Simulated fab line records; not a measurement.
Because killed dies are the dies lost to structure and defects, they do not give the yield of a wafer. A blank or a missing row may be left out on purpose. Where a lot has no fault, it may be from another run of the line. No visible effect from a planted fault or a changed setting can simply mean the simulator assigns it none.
Chamber matching / flow nand harc / NHARC_A_STAIRCASE_ALD_420 on ald hk-02 has 4 sister chambers
The step deposits SiO2, target thk 20 nm, pulse time 6 s, ald cycles 200. 8 wafers are shown with their chamber, then 8 later ones without.

== EACH WAFER AND ITS CHAMBER ==
wafer=L119.1; chamber=1; heater power w (W)=513; precursor pulse height rel=0.947
wafer=L122.4; chamber=1; heater power w (W)=500; precursor pulse height rel=0.979
wafer=L129.3; chamber=3; heater power w (W)=388; precursor pulse height rel=1.005
wafer=L129.4; chamber=0; heater power w (W)=518; precursor pulse height rel=0.996
wafer=L130.1; chamber=2; heater power w (W)=481; precursor pulse height rel=1.004
wafer=L130.3; chamber=0; heater power w (W)=499; precursor pulse height rel=0.998
wafer=L130.5; chamber=2; heater power w (W)=482; precursor pulse height rel=1.045
wafer=L133.1; chamber=3; heater power w (W)=392; precursor pulse height rel=0.997

== WAFERS WITH NO CHAMBER GIVEN ==
wafer=L133.3; heater power w (W)=508; precursor pulse height rel=1.029
wafer=L133.6; heater power w (W)=486; precursor pulse height rel=0.983
wafer=L135.2; heater power w (W)=518; precursor pulse height rel=0.979
wafer=L135.3; heater power w (W)=501; precursor pulse height rel=0.984
wafer=L135.5; heater power w (W)=511; precursor pulse height rel=0.996
wafer=L136.4; heater power w (W)=500; precursor pulse height rel=1.009
wafer=L136.5; heater power w (W)=483; precursor pulse height rel=0.984
wafer=L136.6; heater power w (W)=503; precursor pulse height rel=1.000

== THE CHAMBER EACH PASSED THROUGH ==
wafer=L133.3; from the rows above=can't be placed: 0 or 2 or 1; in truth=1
wafer=L133.6; from the rows above=can't be placed: 2 or 1 or 0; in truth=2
wafer=L135.2; from the rows above=can't be placed: 0 or 1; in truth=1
wafer=L135.3; from the rows above=can't be placed: 0 or 1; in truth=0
wafer=L135.5; from the rows above=can't be placed: 0 or 1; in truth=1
wafer=L136.4; from the rows above=can't be placed: 0 or 2 or 1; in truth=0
wafer=L136.5; from the rows above=can't be placed: 2 or 1 or 0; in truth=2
wafer=L136.6; from the rows above=can't be placed: 0 or 1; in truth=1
Placed correctly: 0 of 8. These rows do not allow placing 8 (true chamber among the candidates in 8). Placed wrongly: 0.
How it was worked out, from the rows above alone: a wafer's distance from a chamber is the root of the sum, over the readings, of the square of ((its reading less the chamber's mean) divided by the reading's scatter). If the next closest chamber is less than 2 further off than the closest, the wafer can't be placed; otherwise it belongs to the closest. Each chamber's mean is taken over the wafers shown for it. The scatter is the square root of a quotient: the sum, over the shown wafers, of each reading's squared deviation from its chamber's mean, divided by wafers minus chambers.
